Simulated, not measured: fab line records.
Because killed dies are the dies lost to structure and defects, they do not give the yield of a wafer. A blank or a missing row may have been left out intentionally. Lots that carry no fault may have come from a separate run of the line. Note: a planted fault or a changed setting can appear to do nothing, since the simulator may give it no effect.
Chamber matching + flow n5Finfet + N5_ILD0_LINER_00 on aldSin-02 has 4 sister chambers
The step material SiNx, target thk 4 nm, pulse time 1 s, purge time 2 s. 4 wafers are shown with their chamber, then 7 later ones without.

== EACH WAFER AND ITS CHAMBER ==
| wafer  | chamber | heaterPowerW (W) |
|--------|---------|------------------|
| L089.3 | 2       | 862              |
| L094.5 | 3       | 898              |
| L095.2 | 1       | 835              |
| L095.3 | 0       | 963              |

== WAFERS WITHOUT THEIR CHAMBER ==
| wafer  | heaterPowerW (W) |
|--------|------------------|
| L095.4 | 858              |
| L096.2 | 839              |
| L096.3 | 941              |
| L096.4 | 877              |
| L097.2 | 917              |
| L097.4 | 962              |
| L097.5 | 811              |

== THE CHAMBER EACH PASSED THROUGH ==
| wafer  | from the rows above          | in truth |
|--------|------------------------------|----------|
| L095.4 | can't be placed: 2 or 1      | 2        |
| L096.2 | can't be placed: 1 or 2      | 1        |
| L096.3 | can't be placed: 0 or 3      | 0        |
| L096.4 | can't be placed: 2 or 3 or 1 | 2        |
| L097.2 | can't be placed: 3 or 0      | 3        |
| L097.4 | 0                            | 0        |
| L097.5 | can't be placed: 1 or 2      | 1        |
Correctly placed: 1 of 7. Can't be placed from these rows: 6 (the true chamber is among the candidates in 6). Placed wrongly: 0.
How it was worked out, from the rows above alone: a wafer's distance from a chamber is the root of the sum, over the readings, of the square of ((its reading less the chamber's mean) divided by the reading's scatter). If the next closest chamber is less than 2 further off than the closest, the wafer can't be placed; otherwise it belongs to the closest. For every chamber, the mean is computed from those of its wafers that are shown. The scatter: with one shown wafer a chamber, the root of the mean of the squares of how far each hidden wafer lies from its nearest shown one.
